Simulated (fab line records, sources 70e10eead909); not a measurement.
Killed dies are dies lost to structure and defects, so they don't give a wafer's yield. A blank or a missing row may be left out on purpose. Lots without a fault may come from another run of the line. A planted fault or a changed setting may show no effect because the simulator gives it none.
Which tool did it? | flow nand_harc | 10 lots, 30 wafers sampled, at 5 steps of a route of 1302

WHAT THE GAUGES READ, wafer by wafer
NHARC_END_WLT_00. Usual: VT_DECK1_BOTTOM 0.870, standard deviation 0.0061; VT_DECK1_BOTTOM_INNER 0.871, standard deviation 0.0065; VT_DECK1_MEDIAN_NEAR_BOTTOM 0.871, standard deviation 0.0066; VT_DECK1_MEDIAN_NEAR_BOTTOM_INNER 0.871, standard deviation 0.0061; VT_DECK1_MIDDLE 0.884, standard deviation 0.006; VT_DECK1_MIDDLE_INNER 0.884, standard deviation 0.0067; VT_DECK1_TOP 0.895, standard deviation 0.0068; VT_DECK1_TOP_INNER 0.895, standard deviation 0.0065; VT_DECK2_BOTTOM 0.873, standard deviation 0.0075; VT_DECK2_BOTTOM_INNER 0.872, standard deviation 0.0079; VT_DECK2_MEDIAN_NEAR_BOTTOM 0.874, standard deviation 0.0076; VT_DECK2_MEDIAN_NEAR_BOTTOM_INNER 0.874, standard deviation 0.0073; VT_DECK2_MIDDLE 0.886, standard deviation 0.0079; VT_DECK2_MIDDLE_INNER 0.886, standard deviation 0.007; VT_DECK2_TOP 0.898, standard deviation 0.0081; VT_DECK2_TOP_INNER 0.898, standard deviation 0.0083.
lot  | measured     | on        | VT_DECK1_BOTTOM   | VT_DECK1_BOTTOM_INNER | VT_DECK1_MEDIAN_NEAR_BOTTOM | VT_DECK1_MEDIAN_NEAR_BOTTOM_INNER | VT_DECK1_MIDDLE   | VT_DECK1_MIDDLE_INNER | VT_DECK1_TOP      | VT_DECK1_TOP_INNER | VT_DECK2_BOTTOM   | VT_DECK2_BOTTOM_INNER | VT_DECK2_MEDIAN_NEAR_BOTTOM | VT_DECK2_MEDIAN_NEAR_BOTTOM_INNER | VT_DECK2_MIDDLE   | VT_DECK2_MIDDLE_INNER | VT_DECK2_TOP      | VT_DECK2_TOP_INNER | flag
L669 | day 24 22:42 | prober-02 | 0.873 0.870 0.873 | 0.873 0.874 0.875     | 0.869 0.881 0.883           | 0.869 0.872 0.874                 | 0.887 0.890 0.888 | 0.889 0.886 0.887     | 0.895 0.897 0.900 | 0.901 0.896 0.888  | 0.870 0.876 0.876 | 0.867 0.875 0.865     | 0.877 0.867 0.874           | 0.865 0.868 0.865                 | 0.886 0.890 0.884 | 0.883 0.883 0.883     | 0.891 0.896 0.895 | 0.895 0.898 0.899  |
L671 | day 26 13:28 | prober-01 | 0.865 0.858 0.854 | 0.867 0.865 0.877     | 0.870 0.862 0.862           | 0.869 0.859 0.873                 | 0.881 0.886 0.878 | 0.884 0.887 0.882     | 0.891 0.895 0.886 | 0.890 0.890 0.881  | 0.870 0.865 0.877 | 0.866 0.872 0.869     | 0.878 0.873 0.870           | 0.872 0.875 0.873                 | 0.889 0.884 0.889 | 0.886 0.891 0.888     | 0.902 0.895 0.892 | 0.892 0.897 0.891  |
L672 | day 26 21:23 | prober-02 | 0.864 0.859 0.872 | 0.868 0.872 0.869     | 0.865 0.864 0.876           | 0.866 0.869 0.874                 | 0.880 0.878 0.890 | 0.885 0.890 0.878     | 0.899 0.886 0.887 | 0.894 0.893 0.891  | 0.862 0.865 0.866 | 0.866 0.871 0.867     | 0.868 0.860 0.864           | 0.865 0.864 0.866                 | 0.881 0.878 0.884 | 0.880 0.875 0.876     | 0.887 0.886 0.887 | 0.897 0.889 0.890  |
L673 | day 27 05:38 | prober-01 | 0.869 0.862 0.871 | 0.867 0.869 0.867     | 0.864 0.864 0.875           | 0.868 0.864 0.873                 | 0.884 0.879 0.879 | 0.877 0.874 0.876     | 0.892 0.890 0.893 | 0.887 0.895 0.899  | 0.875 0.872 0.869 | 0.875 0.879 0.876     | 0.877 0.879 0.873           | 0.877 0.873 0.870                 | 0.883 0.886 0.893 | 0.892 0.887 0.879     | 0.900 0.901 0.904 | 0.890 0.905 0.907  |
L674 | day 27 05:39 | prober-02 | 0.871 0.871 0.872 | 0.873 0.865 0.873     | 0.878 0.870 0.872           | 0.873 0.870 0.874                 | 0.882 0.885 0.884 | 0.880 0.884 0.891     | 0.894 0.898 0.897 | 0.895 0.896 0.895  | 0.863 0.866 0.868 | 0.865 0.868 0.863     | 0.858 0.863 0.868           | 0.865 0.865 0.865                 | 0.871 0.882 0.880 | 0.871 0.877 0.874     | 0.891 0.897 0.894 | 0.880 0.889 0.894  |
L676 | day 28 14:26 | prober-01 | 0.873 0.872 0.878 | 0.874 0.879 0.878     | 0.874 0.880 0.878           | 0.874 0.879 0.877                 | 0.886 0.889 0.896 | 0.890 0.877 0.886     | 0.897 0.898 0.902 | 0.906 0.892 0.900  | 0.877 0.868 0.868 | 0.874 0.872 0.877     | 0.865 0.877 0.869           | 0.870 0.871 0.877                 | 0.884 0.890 0.890 | 0.881 0.882 0.886     | 0.892 0.902 0.901 | 0.897 0.892 0.905  |
L677 | day 28 06:11 | prober-01 | 0.864 0.865 0.867 | 0.866 0.867 0.869     | 0.865 0.870 0.861           | 0.861 0.863 0.871                 | 0.879 0.882 0.888 | 0.879 0.883 0.884     | 0.900 0.898 0.890 | 0.901 0.905 0.889  | 0.866 0.863 0.858 | 0.860 0.870 0.861     | 0.864 0.857 0.857           | 0.863 0.862 0.863                 | 0.876 0.884 0.882 | 0.874 0.868 0.874     | 0.890 0.889 0.894 | 0.884 0.889 0.893  |
L678 | day 28 05:11 | prober-02 | 0.865 0.864 0.869 | 0.866 0.867 0.864     | 0.868 0.863 0.869           | 0.867 0.869 0.866                 | 0.882 0.881 0.879 | 0.884 0.877 0.888     | 0.895 0.894 0.891 | 0.896 0.891 0.893  | 0.868 0.869 0.865 | 0.864 0.871 0.871     | 0.878 0.864 0.867           | 0.866 0.870 0.865                 | 0.885 0.884 0.879 | 0.882 0.885 0.880     | 0.896 0.896 0.898 | 0.883 0.898 0.900  |
L686 | day 32 14:33 | prober-01 | 0.880 0.881 0.881 | 0.885 0.882 0.874     | 0.883 0.890 0.882           | 0.887 0.880 0.875                 | 0.889 0.893 0.892 | 0.897 0.897 0.893     | 0.906 0.905 0.903 | 0.905 0.903 0.910  | 0.866 0.872 0.869 | 0.871 0.867 0.872     | 0.867 0.880 0.869           | 0.869 0.868 0.871                 | 0.877 0.883 0.889 | 0.886 0.878 0.888     | 0.888 0.885 0.892 | 0.892 0.892 0.889  |
L688 | day 33 07:34 | prober-02 | 0.873 0.874 0.874 | 0.869 0.871 0.868     | 0.869 0.871 0.875           | 0.872 0.872 0.870                 | 0.880 0.884 0.887 | 0.886 0.878 0.892     | 0.893 0.892 0.892 | 0.895 0.899 0.896  | 0.871 0.872 0.883 | 0.879 0.875 0.876     | 0.876 0.882 0.872           | 0.874 0.877 0.887                 | 0.894 0.898 0.896 | 0.894 0.891 0.887     | 0.906 0.905 0.903 | 0.895 0.911 0.908  |

NHARC_END_SORT_01. Usual: defect_limited_yield 92 %, standard deviation 3; killed_at_array 52, standard deviation 20; killed_at_other 1.0, standard deviation 1.3; killed_at_periphery 3.7, standard deviation 2.2; killed_dies 57, standard deviation 20; killed_open 3.2, standard deviation 1.6; killed_short 2.4, standard deviation 1.6; sort_bin_2_pct 2.9 %, standard deviation 1.4; sort_bin_3_pct 0.6 %, standard deviation 0.41; sort_bin_4_pct 4.8 %, standard deviation 1.5; sort_n_pass 620, standard deviation 20; sort_rim_yield_pct 93 %, standard deviation 3.5; sort_yield_pct 92 %, standard deviation 3.
lot  | measured     | on        | defect_limited_yield (%) | killed_at_array | killed_at_other | killed_at_periphery | killed_dies | killed_open | killed_short | sort_bin_2_pct (%) | sort_bin_3_pct (%) | sort_bin_4_pct (%) | sort_n_pass | sort_rim_yield_pct (%) | sort_yield_pct (%) | flag
L671 | day 26 16:48 | prober-01 | 96 97 97                 | 23 16 16        | 0 0 1           | 1 1 2               | 24 17 19    | 1 1 3       | 1 2 3        | 0.6 0.4 1.0        | 0.3 0.1 0          | 2.7 1.9 1.8        | 653 660 658 | 100 99 98              | 96 97 97           |
L676 | day 28 17:42 | prober-01 | 87 88 88                 | 90 72 73        | 0 2 3           | 1 4 2               | 91 78 78    | 5 3 1       | 4 5 4        | 5.9 3.1 4.6        | 0.6 1.6 1.0        | 6.9 6.8 5.9        | 586 599 599 | 88 92 89               | 87 88 88           |
L677 | day 28 09:48 | prober-01 | 86 17 85                 | 84 40 94        | 0 0 0           | 8 522 9             | 92 562 103  | 3 2 3       | 0 2 2        | 5.3 38.3 5.3       | 0.4 9.7 1.6        | 7.8 35.0 8.3       | 585 115 574 | 92 18 89               | 86 17 85           | OFF
L678 | day 28 08:13 | prober-02 | 16 17 95                 | 18 8 28         | 1 3 4           | 547 549 4           | 566 560 36  | 1 0 1       | 2 0 7        | 37.2 34.7 1.5      | 7.8 9.3 0.4        | 38.6 38.7 3.4      | 111 117 641 | 12 12 94               | 16 17 95           | OFF

WHICH TOOL RAN EACH LOT (tool, then ch and the chambers of the sampled wafers, then the start)
lot  | NHARC_P_BONDPAD_ECD_18         | NHARC_THIN_TSV_PRE_CLEAN_50             | NHARC_THIN_TSV_ETCH_36
L669 | ecd_cu-02 ch 0,1, day 7 12:07  | pvd_sputter-02, day 24 17:41 or earlier | rie_metal-03 ch 0,1, day 24 17:41
L671 | ecd_cu-02 ch 0,1, day 8 06:20  | pvd_sputter-02, day 26 03:22 or earlier | rie_metal-01 ch 0,1, day 26 03:22
L672 | ecd_cu-01 ch 0,1, day 8 22:14  | pvd_sputter-01, day 26 15:49 or earlier | rie_metal-01 ch 0,1, day 26 15:49
L673 | ecd_cu-01 ch 0,1, day 9 08:59  | pvd_sputter-01, day 26 18:51            | rie_metal-01 ch 1, day 26 22:34
L674 | ecd_cu-01 ch 0, day 9 14:01    | pvd_sputter-01, day 26 23:27 or earlier | rie_metal-02 ch 1, day 26 23:27
L676 | ecd_cu-01 ch 0,1, day 10 12:52 | pvd_sputter-03, day 28 08:17 or earlier | rie_metal-02 ch 0,1, day 28 08:17
L677 | ecd_cu-01 ch 0,1, day 11 04:31 | pvd_sputter-01, day 28 02:09 or earlier | rie_metal-03 ch 0,1, day 28 02:09
L678 | ecd_cu-01 ch 0,1, day 11 05:16 | pvd_sputter-02, day 27 22:05 or earlier | rie_metal-02 ch 1, day 27 22:05
L686 | ecd_cu-01 ch 0,1, day 14 12:24 | pvd_sputter-03, day 32 08:56 or earlier | rie_metal-02 ch 0,1, day 32 08:56
L688 | ecd_cu-01 ch 0,1, day 15 20:41 | pvd_sputter-02, day 33 01:07 or earlier | rie_metal-03 ch 0,1, day 33 01:07
- NHARC_P_BONDPAD_ECD_18: material Cu, target thk 400 nm.
- NHARC_THIN_TSV_PRE_CLEAN_50: time 30 s.
- NHARC_THIN_TSV_ETCH_36: etches the open film in Cl2/BCl3, target depth 65 nm, time 18.571 s.

WHAT THE TOOLS THEMSELVES READ (means of the sampled wafers that have a number; where no wafer has one, the mark that the record gives instead)
NHARC_P_BONDPAD_ECD_18. Usual: bath_heat_duty_pct 6.1 %, standard deviation 0.83; bath_temp_c 25.03 C, standard deviation 0.11.
lot  | tool      | bath_heat_duty_pct (%) | bath_temp_c (C) | flag
L669 | ecd_cu-02 | 6.4                    | 24.99           |
L671 | ecd_cu-02 | 6.1                    | 25.03           |
L672 | ecd_cu-01 | 6.1                    | 25.10           |
L673 | ecd_cu-01 | 5.9                    | 24.96           |
L674 | ecd_cu-01 | 5.7                    | 24.90           |
L676 | ecd_cu-01 | 5.6                    | 25.07           |
L677 | ecd_cu-01 | 5.8                    | 25.00           |
L678 | ecd_cu-01 | 5.9                    | 25.05           |
L686 | ecd_cu-01 | 6.1                    | 25.05           |
L688 | ecd_cu-01 | 6.1                    | 24.98           |

NHARC_THIN_TSV_PRE_CLEAN_50. Usual: heater_power_w 412 W, standard deviation 31.
lot  | tool           | heater_power_w (W) | flag
L669 | pvd_sputter-02 | 401                |
L671 | pvd_sputter-02 | 401                |
L672 | pvd_sputter-01 | 431                |
L673 | pvd_sputter-01 | 433                |
L674 | pvd_sputter-01 | 433                |
L676 | pvd_sputter-03 | 395                |
L677 | pvd_sputter-01 | 445                |
L678 | pvd_sputter-02 | 390                |
L686 | pvd_sputter-03 | 436                |
L688 | pvd_sputter-02 | 418                |

NHARC_THIN_TSV_ETCH_36. Usual: drypump_motor_current_A 5.7 A, standard deviation 0.46; he_backside_leak_sccm 3.44 sccm, standard deviation 0.28; oes_product_au 0.998 a.u., standard deviation 0.0073.
lot  | tool         | drypump_motor_current_A (A) | he_backside_leak_sccm (sccm) | oes_product_au (a.u.) | flag
L669 | rie_metal-03 | 5.5                         | 3.38                         | 1.005                 |
L671 | rie_metal-01 | 5.4                         | 3.51                         | 0.988                 |
L672 | rie_metal-01 | 5.4                         | 3.39                         | 1.001                 |
L673 | rie_metal-01 | 5.3                         | 3.16                         | 0.995                 |
L674 | rie_metal-02 | 6.1                         | 3.47                         | 0.983                 |
L676 | rie_metal-02 | 5.9                         | 3.51                         | 0.990                 |
L677 | rie_metal-03 | 6.0                         | 3.55                         | 1.004                 |
L678 | rie_metal-02 | 6.1                         | 3.44                         | 1.001                 |
L686 | rie_metal-02 | 5.9                         | 3.47                         | 1.000                 |
L688 | rie_metal-03 | 6.0                         | 3.24                         | 1.004                 |

THE ANSWER, worked out from the rows above alone
Rule: a lot is off if the mean of its wafers that have a number lies more than 3 standard deviations from the usual mean. A lot without any number at a reading at which 4 lots or more have one is off too. The other lots that the step has rows for count as sound. The gauges are gone through in route order, then the tools' own readings, and for those a lot's mean is taken as printed above. The first step at which some lot is off is used, and at that step the reading that is off furthest; a lot without a number counts as furthest.
Off: L677, L678, at NHARC_END_SORT_01 (killed_at_periphery). Neither off nor sound, because the step has no rows for them: L669, L672, L673, L674, L686, L688.
A tool fits if, at a process step before that reading, it ran every lot that is off, and no sound lot after the first of them. The gauges at NHARC_END_SORT_01 are tried like those tools. NHARC_THIN_TSV_PRE_CLEAN_50 gives no start for some lots, so the hours and the order of its lots are those of NHARC_THIN_TSV_ETCH_36. One fits: ecd_cu-01 at NHARC_P_BONDPAD_ECD_18. Its last sound lot is L676 (day 10 12:52), its first lot that is off L677 (day 11 04:31): a fault that began between those two fits.

WHAT THE SIMULATOR HAD PUT IN
Chamber particle source: ecd_cu-01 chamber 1, from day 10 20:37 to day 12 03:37, at NHARC_P_BONDPAD_ECD_18. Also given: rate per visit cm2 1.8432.
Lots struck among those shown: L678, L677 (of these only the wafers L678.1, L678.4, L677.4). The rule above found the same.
